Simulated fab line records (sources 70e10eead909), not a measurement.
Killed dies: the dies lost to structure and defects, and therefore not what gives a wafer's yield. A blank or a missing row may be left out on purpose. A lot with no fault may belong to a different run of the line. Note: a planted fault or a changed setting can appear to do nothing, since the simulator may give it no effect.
fab line records	flow nand-harc
record lots=9	wafers=27	last-day=33
route steps=1302 shown A_CHANNEL_HOLE_D1@469 A_CHANNEL_FILL_D1@492 END@1301
lots that met no fault: taken from a fault-free run of the same line
start-h: the number of hours between the record's first day and the start of the first shown wafer of the lot	wait-h: hours since the lot's step before	" unchanged from the row above	L1.1+2: a single row standing in for several wafers	- no value, or no start was given	* or withheld: withheld	< > ~ a bound
route shown NAME@n: a module of which the file shows steps, and the number in the route of the first	usual: average and standard deviation across the fault-free wafers	same: alike in all rows	chamber/n: place in a boat	sites: each site's reading	_std_site: the standard deviation of these	_edge_site: outer sites' mean less inner sites'	radius-mm: for every site, how far away it sits from the centre of the wafer	mask NAME#n: copy n	behind: the most recent tool/chamber to have shaped the wafer	hold: the reason the lot was held/the length of the hold in hours/how it ended	device: the n, p or np transistor that did not switch	end of line: tests run on the same wafers once the route is complete	step lacking rows: just its recipe	killed: count of dies lost to structure and defects at first sort (not the wafer's yield)	map: shows each die of a wafer: x if killed, . if not, _ if none is there
set.NAME: the run value of the setting; set.NAME@STEP: its run value at that earlier step	model.NAME: the simulator's own value behind a step, which no gauge read
steps of the route over a sample of lots; a table a step, a row a wafer
services: a tool's chamber out of use, with start hour (start-h, from the record's first day; less than 0 if before it), hours out, and reason
## steps
# step NHARC_A_CHANNEL_HOLE_D1_ETCH_16
# recipe target-depth-a=31000	over-etch-frac=0.3	time-s=806	ion-energy-ev=150	o2-flow-sccm=400	cos-flow-sccm=20	ar-flow-sccm=0	rf-w=500	bias-w=300	chemistry=O2/COS
# usual bias-w=299.9/0.9	cos-flow-sccm=20.01/0.062	drypump-motor-current-A=5.66/0.29	oes-product-au=1.001/0.0082	rf-vpp-V=315.1/1.9	showerhead-plenum-p-Torr=3.18/0.13	throttle-valve-pct=28.331/0.0086
# same over-etch-frac=0.3
lot.wafer	tool	chamber	start-h	wait-h	bias-w	cos-flow-sccm	drypump-motor-current-A	oes-product-au	rf-hours-counter-h	rf-vpp-V	showerhead-plenum-p-Torr	throttle-valve-pct
L720.3	rie-diel-10	0	-	-	300.1	20.03	5.66	0.997	9	316.4	3.26	28.325
L720.4	"	1	"	"	300.2	20.06	5.72	1.009	10	315.1	3.10	28.339
L720.6	"	3	"	"	299.1	20.03	5.34	1.006	-	312.5	3.02	28.345
L723.3	rie-diel-10	0	-	-	299.9	19.97	5.69	1.005	1	316.7	3.26	28.329
L723.6	"	3	"	"	298.1	19.95	5.35	1.005	-	312.0	3.02	28.325
L723.5	"	2	"	"	298.3	20.03	5.57	1.017	-	316.7	3.34	28.314
L726.1	rie-diel-02	1	-	-	300.0	20.06	5.45	0.988	25	316.8	3.33	28.331
L726.5	"	0	"	"	299.8	20.01	5.97	1.003	-	313.5	3.07	28.331
L726.6	"	1	"	"	301.3	19.96	5.47	0.995	-	317.3	3.33	28.332
L727.4	rie-diel-10	1	-	-	299.5	19.98	5.71	0.999	2	314.7	3.10	28.343
L727.1	"	3	"	"	299.8	19.96	5.38	1.013	6	313.8	3.02	28.326
L727.6	"	1	"	"	300.2	19.95	5.72	1.008	-	314.3	3.10	28.336
L734.2	rie-diel-10	2	-	-	299.8	20.02	5.55	0.989	11	317.9	3.33	28.325
L734.4	"	0	"	"	298.4	20.10	5.65	1.003	10	315.9	3.25	28.326
L734.5	"	1	"	"	300.8	19.91	5.73	1.004	-	314.1	3.10	28.322
L735.2	rie-diel-10	2	364.80	0.1	299.4	19.92	5.57	1.005	12	317.1	3.33	28.341
L735.1	"	1	"	"	300.5	19.98	5.72	0.997	8	312.4	3.10	28.331
L735.5	"	1	"	"	299.9	20.11	5.72	1.004	-	313.6	3.10	28.319
L737.6	rie-diel-10	0	-	-	300.4	19.96	5.66	1.003	-	316.9	3.25	28.337
L737.5	"	2	"	"	299.6	20.09	5.54	1.004	-	317.9	3.33	28.333
L737.4	"	3	"	"	299.8	20.04	5.35	0.987	-	312.7	3.02	28.333
L738.4	rie-diel-10	1	-	-	298.7	19.97	5.70	0.993	10	314.1	3.10	28.324
L738.1	"	2	"	"	300.3	19.91	5.53	1.000	16	317.4	3.33	28.331
L738.2	"	0	"	"	299.7	19.91	5.66	0.998	13	316.3	3.25	28.337
L739.3	rie-diel-10	0	-	-	299.0	19.90	5.67	1.000	14	316.2	3.25	28.333
L739.1	"	2	"	"	300.1	20.11	5.55	1.003	18	316.5	3.33	28.321
L739.5	"	1	"	"	299.0	19.92	5.71	0.993	-	315.4	3.10	28.324
# step NHARC_A_CHANNEL_HOLE_D1_ETCH_25
# recipe bias-v=5000	source-w=withheld	pressure-mtorr=20	time-s=1040.2	ar-flow-sccm=375	c4f8-flow-sccm=93.8	o2-flow-sccm=31.2	temp-c=-20	target-depth-a=15000	chemistry=C4F8/O2/Ar
# usual drypump-motor-current-A=5.6/0.41	showerhead-plenum-p-Torr=3.55/0.045	throttle-valve-pct=32.235/0.0099
lot.wafer	tool	chamber	start-h	wait-h	drypump-motor-current-A	rf-hours-counter-h	showerhead-plenum-p-Torr	throttle-valve-pct
L720.3	har-etch-02	0	223.96	0.7	5.8	-	3.64	32.228
L720.4	"	1	"	"	5.2	-	3.53	32.250
L720.6	"	1	"	"	5.2	-	3.53	32.236
L723.3	har-etch-02	0	263.49	0.7	5.7	-	3.63	32.238
L723.5	"	0	"	"	5.7	-	3.63	32.235
L723.6	"	1	"	"	5.2	-	3.52	32.243
L726.1	har-etch-02	1	291.99	0.6	5.2	355	3.52	32.252
L726.6	"	1	"	"	5.2	-	3.52	32.230
L726.5	"	0	"	"	5.7	-	3.62	32.229
L727.1	har-etch-02	0	301.69	0.7	5.8	363	3.62	32.249
L727.4	"	1	"	"	5.3	-	3.51	32.228
L727.6	"	1	"	"	5.2	-	3.51	32.238
L734.2	har-etch-02	1	364.09	0.7	5.2	401	3.49	32.225
L734.4	"	1	"	"	5.2	-	3.49	32.236
L734.5	"	1	"	"	5.2	-	3.49	32.240
L735.1	har-etch-01	0	368.72	0.6	6.1	193	3.52	32.232
L735.2	"	1	"	"	5.1	193	3.52	32.242
L735.5	"	1	"	"	5.1	-	3.52	32.259
L737.4	har-etch-01	1	393.31	0.7	5.2	-	3.51	32.248
L737.6	"	1	"	"	5.1	-	3.51	32.220
L737.5	"	0	"	"	6.1	-	3.51	32.239
L738.1	har-etch-01	0	399.99	0.6	6.2	220	3.51	32.238
L738.2	"	1	"	"	5.2	220	3.51	32.244
L738.4	"	0	"	"	6.1	-	3.51	32.219
L739.1	har-etch-01	0	416.01	0.7	6.2	228	3.51	32.237
L739.3	"	1	"	"	5.2	-	3.50	32.244
L739.5	"	1	"	"	5.2	-	3.50	32.229
# step NHARC_A_CHANNEL_HOLE_D1_ETCH_26
# recipe bias-v=300	source-w=2000	pressure-mtorr=30	time-s=224.1	ar-flow-sccm=375	c4f8-flow-sccm=11.4	o2-flow-sccm=113.6	temp-c=-20	target-depth-a=3000	chemistry=C4F8/O2/Ar
# usual drypump-motor-current-A=5.6/0.41	showerhead-plenum-p-Torr=3.60/0.048	throttle-valve-pct=24.586/0.01
lot.wafer	tool	chamber	start-h	wait-h	drypump-motor-current-A	rf-hours-counter-h	showerhead-plenum-p-Torr	throttle-valve-pct
L720.3	har-etch-02	0	224.61	0.5	5.7	-	3.69	24.586
L720.4	"	1	"	"	5.2	-	3.57	24.594
L720.6	"	1	"	"	5.2	-	3.57	24.591
L723.3	har-etch-02	0	264.15	0.5	5.7	-	3.68	24.590
L723.5	"	0	"	"	5.7	-	3.68	24.580
L723.6	"	1	"	"	5.2	-	3.57	24.597
L726.1	har-etch-02	1	292.88	0.7	5.2	356	3.56	24.595
L726.6	"	1	"	"	5.2	-	3.56	24.589
L726.5	"	0	"	"	5.7	-	3.67	24.593
L727.1	har-etch-02	0	302.45	0.6	5.8	363	3.67	24.604
L727.4	"	1	"	"	5.2	-	3.55	24.597
L727.6	"	1	"	"	5.2	-	3.55	24.601
L734.2	har-etch-02	1	364.87	0.6	5.2	402	3.53	24.563
L734.4	"	1	"	"	5.2	-	3.53	24.585
L734.5	"	1	"	"	5.2	-	3.53	24.599
L735.1	har-etch-01	0	369.60	0.7	6.2	194	3.56	24.580
L735.2	"	1	"	"	5.2	194	3.56	24.599
L735.5	"	1	"	"	5.2	-	3.56	24.598
L737.4	har-etch-01	1	393.96	0.5	5.2	-	3.55	24.577
L737.6	"	1	"	"	5.1	-	3.55	24.582
L737.5	"	0	"	"	6.1	-	3.55	24.588
L738.1	har-etch-01	0	400.87	0.7	6.1	221	3.55	24.596
L738.2	"	1	"	"	5.2	221	3.55	24.593
L738.4	"	0	"	"	6.1	-	3.55	24.569
L739.1	har-etch-01	0	416.78	0.6	6.1	228	3.55	24.585
L739.3	"	1	"	"	5.2	-	3.54	24.587
L739.5	"	1	"	"	5.2	-	3.54	24.591
# step NHARC_A_CHANNEL_FILL_D1_ALD_02
# recipe target-thk-a=60	pulse-time-s=10	ald-cycles=60	temp-c=300	material=SiO2
# usual ald-cycles=60/0	heater-power-w=457/61	precursor-pulse-height-rel=1.002/0.02
lot.wafer	tool	chamber	start-h	wait-h	ald-cycles	heater-power-w	precursor-pulse-height-rel
L720.4	ald-hk-01	3	226.84	-	60	361	1.023
L720.3	"	1	"	"	60	434	0.964
L720.6	"	2	"	"	60	424	0.980
L723.3	ald-hk-04	2	266.44	-	60	443	0.987
L723.6	"	1	"	"	60	589	1.002
L723.5	"	2	"	"	60	435	0.997
L726.1	ald-hk-04	1	295.03	-	48	593	1.003
L726.6	"	1	"	"	48	589	0.962
L726.5	"	2	"	"	48	430	1.010
L727.1	ald-hk-04	0	308.21	-	48	478	0.996
L727.4	"	1	"	"	48	580	0.997
L727.6	"	3	"	"	48	489	1.013
L734.4	ald-hk-01	0	367.05	-	60	474	1.012
L734.2	"	2	"	"	60	423	0.988
L734.5	"	3	"	"	60	359	1.001
L735.2	ald-hk-04	1	371.87	-	60	580	1.000
L735.1	"	2	"	"	60	436	1.006
L735.5	"	2	"	"	60	441	0.937
L737.4	ald-hk-04	3	396.11	-	60	485	1.023
L737.5	"	2	"	"	60	437	0.992
L737.6	"	3	"	"	60	486	1.005
L738.1	ald-hk-02	1	402.99	-	60	447	1.020
L738.4	"	2	"	"	60	508	0.981
L738.2	"	3	"	"	60	451	0.985
L739.1	ald-hk-04	3	418.93	-	60	480	0.989
L739.3	"	1	"	"	60	593	0.988
L739.5	"	3	"	"	60	505	1.010
# step NHARC_END_WLT_00
# usual VT_DECK1_BOTTOM=0.876/0.0063	VT_DECK1_BOTTOM_INNER=0.876/0.0061	VT_DECK1_MEDIAN_NEAR_BOTTOM=0.877/0.007	VT_DECK1_MEDIAN_NEAR_BOTTOM_INNER=0.878/0.0069	VT_DECK1_MIDDLE=0.889/0.0061	VT_DECK1_MIDDLE_INNER=0.889/0.0062	VT_DECK1_TOP=0.901/0.006	VT_DECK1_TOP_INNER=0.901/0.0065	VT_DECK2_BOTTOM=0.874/0.0068	VT_DECK2_BOTTOM_INNER=0.874/0.0064	VT_DECK2_MEDIAN_NEAR_BOTTOM=0.875/0.0067	VT_DECK2_MEDIAN_NEAR_BOTTOM_INNER=0.875/0.0073	VT_DECK2_MIDDLE=0.886/0.0069	VT_DECK2_MIDDLE_INNER=0.887/0.0076	VT_DECK2_TOP=0.898/0.0082	VT_DECK2_TOP_INNER=0.898/0.0073
lot.wafer	tool	chamber	start-h	wait-h	VT_DECK1_BOTTOM	VT_DECK1_BOTTOM_INNER	VT_DECK1_MEDIAN_NEAR_BOTTOM	VT_DECK1_MEDIAN_NEAR_BOTTOM_INNER	VT_DECK1_MIDDLE	VT_DECK1_MIDDLE_INNER	VT_DECK1_TOP	VT_DECK1_TOP_INNER	VT_DECK2_BOTTOM	VT_DECK2_BOTTOM_INNER	VT_DECK2_MEDIAN_NEAR_BOTTOM	VT_DECK2_MEDIAN_NEAR_BOTTOM_INNER	VT_DECK2_MIDDLE	VT_DECK2_MIDDLE_INNER	VT_DECK2_TOP	VT_DECK2_TOP_INNER
L720.3	prober-01	-	603.90	1.1	0.872	0.872	0.870	0.867	0.882	0.893	0.896	0.905	0.888	0.887	0.883	0.891	0.894	0.898	0.902	0.908
L720.4	"	-	"	"	0.871	0.872	0.872	0.869	0.883	0.880	0.898	0.903	0.883	0.875	0.883	0.884	0.902	0.899	0.910	0.914
L720.6	"	-	605.41	2.6	0.871	0.866	0.865	0.874	0.890	0.883	0.892	0.895	0.877	0.883	0.885	0.885	0.904	0.902	0.908	0.914
L723.3	prober-01	-	642.57	1.0	0.879	0.887	0.878	0.878	0.886	0.893	0.899	0.905	0.875	0.876	0.873	0.881	0.881	0.892	0.897	0.897
L723.5	"	-	643.57	2.0	0.879	0.874	0.891	0.878	0.891	0.892	0.904	0.906	0.875	0.871	0.875	0.876	0.892	0.882	0.899	0.900
L723.6	"	-	"	"	0.874	0.879	0.874	0.882	0.882	0.887	0.901	0.903	0.883	0.880	0.885	0.880	0.882	0.881	0.899	0.900
L726.1	prober-01	-	678.69	0.0	0.863	0.862	0.871	0.860	0.872	0.874	0.887	0.884	0.855	0.866	0.860	0.867	0.890	0.882	0.893	0.886
L726.5	"	-	680.68	2.0	0.856	0.856	0.856	0.862	0.877	0.870	0.882	0.881	0.869	0.871	0.876	0.864	0.882	0.877	0.882	0.891
L726.6	"	-	"	"	0.857	0.864	0.859	0.855	0.884	0.869	0.878	0.884	0.872	0.860	0.875	0.869	0.879	0.876	0.886	0.891
L727.1	prober-02	-	678.70	0.1	0.864	0.863	0.865	0.859	0.871	0.878	0.883	0.880	0.875	0.876	0.873	0.879	0.892	0.887	0.916	0.887
L727.4	"	-	680.21	1.6	0.855	0.864	0.864	0.858	0.868	0.879	0.877	0.890	0.864	0.878	0.872	0.871	0.882	0.883	0.897	0.902
L727.6	"	-	681.22	2.6	0.860	0.868	0.866	0.874	0.870	0.875	0.877	0.880	0.871	0.870	0.864	0.876	0.883	0.884	0.905	0.900
L734.2	prober-01	-	759.22	0.6	0.876	0.879	0.872	0.876	0.884	0.884	0.893	0.893	0.872	0.876	0.874	0.872	0.883	0.883	0.900	0.885
L734.4	"	-	760.23	1.6	0.868	0.868	0.867	0.871	0.880	0.881	0.899	0.900	0.873	0.874	0.874	0.881	0.886	0.894	0.911	0.900
L734.5	"	-	"	"	0.874	0.874	0.866	0.877	0.884	0.885	0.901	0.889	0.876	0.879	0.880	0.868	0.890	0.894	0.896	0.906
L735.1	prober-02	-	762.00	3.3	0.885	0.876	0.870	0.876	0.887	0.883	0.899	0.907	0.882	0.884	0.879	0.888	0.900	0.903	0.911	0.915
L735.2	"	-	"	"	0.875	0.872	0.879	0.877	0.884	0.888	0.903	0.907	0.878	0.879	0.892	0.886	0.894	0.893	0.907	0.905
L735.5	"	-	763.98	5.3	0.874	0.872	0.878	0.867	0.885	0.895	0.902	0.909	0.883	0.886	0.889	0.891	0.901	0.899	0.904	0.915
L738.1	prober-02	-	769.77	0.6	0.880	0.885	0.883	0.877	0.891	0.896	0.916	0.904	0.874	0.871	0.875	0.877	0.894	0.892	0.906	0.898
L738.2	"	-	"	"	0.887	0.882	0.882	0.888	0.894	0.906	0.912	0.909	0.876	0.869	0.872	0.878	0.880	0.891	0.901	0.909
L738.4	"	-	771.27	2.1	0.882	0.885	0.881	0.888	0.899	0.892	0.907	0.906	0.887	0.872	0.884	0.883	0.889	0.888	0.899	0.902
L737.4	prober-01	-	770.65	1.5	0.876	0.879	0.872	0.879	0.887	0.894	0.900	0.905	0.869	0.872	0.878	0.871	0.893	0.884	0.897	0.887
L737.5	"	-	"	"	0.870	0.880	0.883	0.882	0.893	0.886	0.907	0.891	0.867	0.867	0.879	0.874	0.881	0.884	0.895	0.896
L737.6	"	-	"	"	0.869	0.882	0.873	0.876	0.888	0.889	0.902	0.897	0.869	0.868	0.872	0.873	0.876	0.882	0.889	0.896
L739.1	prober-02	-	777.68	0.1	0.877	0.873	0.872	0.877	0.892	0.888	0.896	0.903	0.872	0.881	0.872	0.869	0.889	0.885	0.898	0.901
L739.3	"	-	778.69	1.1	0.884	0.878	0.874	0.884	0.887	0.889	0.903	0.900	0.876	0.877	0.875	0.873	0.891	0.899	0.910	0.896
L739.5	"	-	779.69	2.1	0.877	0.881	0.872	0.872	0.881	0.888	0.904	0.904	0.880	0.875	0.877	0.881	0.893	0.888	0.898	0.897
## services
tool	chamber	start-h	hours	kind
rie-diel-10	-	194.77	0.6	repair
rie-diel-02	-	216.70	9.0	pm
rie-diel-10	-	242.76	9.0	pm
rie-diel-02	2	272.19	1.5	repair
ald-hk-04	-	296.23	1.0	repair
rie-diel-02	0	304.79	9.6	repair
rie-diel-02	2	306.82	7.8	repair
rie-diel-02	3	337.15	5.8	repair
ald-hk-02	-	349.16	10.0	pm
rie-diel-02	3	353.28	2.9	repair
rie-diel-10	0	361.11	7.6	repair
rie-diel-10	3	361.83	9.2	repair
rie-diel-02	1	371.08	4.7	repair
har-etch-02	-	377.26	17.0	pm
har-etch-02	0	377.26	17.0	vent-cycle
har-etch-02	1	377.26	17.0	vent-cycle
rie-diel-10	1	377.76	13.8	repair
rie-diel-02	-	393.70	9.0	pm
har-etch-02	0	394.26	-	clean
har-etch-02	0	394.26	-	consumable-replace:focus-ring
har-etch-02	0	394.26	-	consumable-replace:showerhead
har-etch-02	1	394.26	-	clean
har-etch-02	1	394.26	-	consumable-replace:esc
har-etch-02	1	394.26	-	consumable-replace:focus-ring
## key
first-sign step=NHARC_A_CHANNEL_FILL_D1_ALD_02	reading=ald-cycles	direction=down	sigmas=99+	usual=60	struck=48
effect step=NHARC_END_WLT_00	reading=VT_DECK1_TOP	direction=down	sigmas=3.4	usual=0.901	struck=0.881
met-at NHARC_A_CHANNEL_FILL_D1_ALD_02
struck-lots L726,L727
tester-left-out L726,L727
not-acting-at NHARC_A_CHANNEL_HOLE_D1_ETCH_16,NHARC_A_CHANNEL_HOLE_D1_ETCH_25,NHARC_A_CHANNEL_HOLE_D1_ETCH_26
onset-between 266.44 295.03
fault kind=process-parameter-drift	tool=ald-hk-04	chamber=-	onset-h=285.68	steps=NHARC_A_CHANNEL_FILL_D1_ALD_02	channel=ald-cycles	offset=-12	shape=step	end-h=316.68	acts-in=these-recipes-only	stated=60
# tester-left-out: of these lots the tester's yield and bins aren't shown, on N5 and GAA mostly nor the transistor test; their killed dies are dies lost to structure and defects alone, not to doping, threshold or leakage, so they don't give the yield
